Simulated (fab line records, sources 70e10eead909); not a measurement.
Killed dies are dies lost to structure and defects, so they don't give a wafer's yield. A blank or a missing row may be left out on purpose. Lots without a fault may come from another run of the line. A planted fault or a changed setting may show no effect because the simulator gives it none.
Chamber matching | flow nand_harc | NHARC_A_WL_FILL_ALD_00 on ald_hk-02: 4 sister chambers
The step deposits Al2O3, target thk 3 nm, pulse time 3 s, ald cycles 30. 4 wafers are shown with their chamber, then 12 later ones without.

WAFERS WITH THEIR CHAMBER
wafer  | chamber | heater_power_w (W)
L086.5 | 3       | 549
L087.6 | 0       | 425
L085.3 | 2       | 504
L085.5 | 1       | 409

WAFERS WITHOUT THEIR CHAMBER
wafer  | heater_power_w (W)
L088.3 | 553
L088.4 | 429
L088.6 | 421
L090.4 | 429
L090.5 | 421
L090.6 | 422
L090.1 | 544
L090.2 | 503
L090.3 | 415
L092.1 | 501
L092.3 | 420
L092.4 | 421

WHICH CHAMBER EACH WENT THROUGH
wafer  | from the rows above     | in truth
L088.3 | 3                       | 3
L088.4 | 0                       | 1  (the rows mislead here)
L088.6 | can't be placed: 0 or 1 | 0
L090.4 | 0                       | 0
L090.5 | can't be placed: 0 or 1 | 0
L090.6 | 0                       | 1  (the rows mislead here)
L090.1 | 3                       | 3
L090.2 | 2                       | 2
L090.3 | can't be placed: 1 or 0 | 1
L092.1 | 2                       | 2
L092.3 | can't be placed: 0 or 1 | 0
L092.4 | can't be placed: 0 or 1 | 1
Placed correctly: 5 of 12. Can't be placed from these rows: 5 (the true chamber is among the candidates in 5). Placed wrongly: 2.
How it was worked out, from the rows above alone: a wafer's distance from a chamber is the root of the sum, over the readings, of the square of ((its reading less the chamber's mean) divided by the reading's scatter). The wafer belongs to the nearest chamber; if the next one is less than 2 further off, it can't be placed. A chamber's mean is the mean of its shown wafers. The scatter: with one shown wafer a chamber, the root of the mean of the squares of how far each hidden wafer lies from its nearest shown one.
